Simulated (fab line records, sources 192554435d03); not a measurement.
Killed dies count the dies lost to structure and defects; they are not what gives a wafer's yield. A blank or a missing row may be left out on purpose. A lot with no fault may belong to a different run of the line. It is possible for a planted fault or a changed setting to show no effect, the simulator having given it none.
One fault seen from 2 desks	flow n5 finfet	every desk sees just its own numbers, and what lay behind them comes last

== THE TOOL OWNER'S DESK: krf scanner-01 ==
The tool's own readings at N5_MIM_TOP_LITHO_EXPOSE_05 (exposes mask MIM TOP, target cd 2000 nm): means of the sampled wafers that have a number, for each lot that ran on this tool. If a lot's mean is further than 4 standard deviations from the usual mean, the lot is out of limits and carries the mark OUT (the distance appears in the brackets).
Columns: A = exposure dose mJ cm2 at N5_MIM_TOP_LITHO_EXPOSE_05, usual 20.482
lot	first seen here	A
L476	day 11 19:01	20.478
L477	day 12 23:18	20.510
L480	day 13 09:50	20.466
L482	day 14 02:43	20.476
L489	day 16 00:17	20.999 (+27) OUT
L490	day 16 03:38	20.904 (+22) OUT
This desk's verdict: out of limits on L489, L490, starting with L489 at day 16 00:17 (exposure dose mJ cm2 at N5_MIM_TOP_LITHO_EXPOSE_05). Within limits: L476, L477, L480, L482.

== FROM THE METROLOGY DESK ==
What the gauges read for every lot (on any tool): the sampled wafers with a number, averaged. If a lot's mean is further than 4 standard deviations from the usual mean, the lot is out of limits and carries the mark OUT (the distance appears in the brackets).
Columns: A = cd nm at N5_MIM_TOP_LITHO_CD_MEAS_08, usual 1999.4 nm; B = MIM_TOP_OVL at N5_MIM_TOP_LITHO_OVL_MEAS_11, usual -1 nm
lot	first seen here	A	B
L476	day 11 19:11	2000.4	-5
L479	day 12 16:39	1998.4	9
L477	day 12 23:28	1997.9	2
L480	day 13 10:00	1999.4	2
L482	day 14 02:53	1999.3	1
L489	day 16 00:28	1995.1	2
L490	day 16 03:49	1994.2	-8
L494	day 16 23:36	1999.8	4
L495	day 17 10:55	1999.3	-5
L496	day 18 12:01	1999.2	-5
L499	day 19 03:35	1999.4	-1
This desk found nothing out of limits on any of the 11 lots.

== PUT TOGETHER ==
An alarm could have come from the tool owner's desk at day 16 00:17, on L489, L490.
The metrology desk saw nothing out of limits.
The metrology desk holds a record of L489, L490, inside its limits.
N5_MIM_TOP_LITHO_EXPOSE_05 was run on krf scanner-01 by each of the lots named.

== WHAT THE SIMULATOR HAD INSERTED ==
Drift in process parameters on krf scanner-01 at N5_MIM_TOP_LITHO_EXPOSE_05, starting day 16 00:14. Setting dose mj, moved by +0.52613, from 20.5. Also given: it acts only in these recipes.
Shown lots that were struck: L489, L490.
Each desk's first reading out of limits, in hours after the fault started: the tool owner's desk, 0.
